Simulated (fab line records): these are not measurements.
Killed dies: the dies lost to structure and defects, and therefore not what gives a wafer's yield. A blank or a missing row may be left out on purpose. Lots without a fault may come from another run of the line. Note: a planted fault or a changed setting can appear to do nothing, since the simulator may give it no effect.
Chamber matching ; flow nand-harc ; NHARC_A_CHANNEL_FILL_D1_ALD_16 on ald-hk-02 has 4 sister chambers
The step deposits SiO2, target thk 1.5 nm, pulse time 10 s, ald cycles 15. 4 wafers are shown with their chamber, then 10 later ones without.

## WAFERS WITH THEIR CHAMBER
wafer;chamber;heater-power-w (W)
L086.4;3;477
L089.2;2;466
L089.5;1;436
L092.5;0;507

## WAFERS WITHOUT THEIR CHAMBER
wafer;heater-power-w (W)
L092.6;496
L093.1;487
L093.2;429
L093.3;480
L095.1;486
L095.2;494
L095.6;425
L096.2;479
L096.4;503
L096.5;503

## CHAMBER TAKEN BY EACH
wafer;from the rows above;in truth
L092.6;can't be placed: 0 or 3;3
L093.1;can't be placed: 3 or 0 or 2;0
L093.2;1;1
L093.3;can't be placed: 3 or 2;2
L095.1;can't be placed: 3 or 2 or 0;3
L095.2;can't be placed: 0 or 3 or 2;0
L095.6;1;1
L096.2;can't be placed: 3 or 2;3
L096.4;0;0
L096.5;0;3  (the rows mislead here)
Correct placement for 3 of the 10. Unplaceable from these rows: 6, with the true chamber sitting among the candidates in 6. 1 placed wrongly.
How it was worked out, from the rows above alone: a wafer's distance from a chamber is the root of the sum, over the readings, of the square of ((its reading less the chamber's mean) divided by the reading's scatter). The wafer belongs to the nearest chamber; if the next one is less than 2 further off, it can't be placed. The mean given for a chamber averages the wafers shown for that chamber. The scatter: with one shown wafer a chamber, the root of the mean of the squares of how far each hidden wafer lies from its nearest shown one.
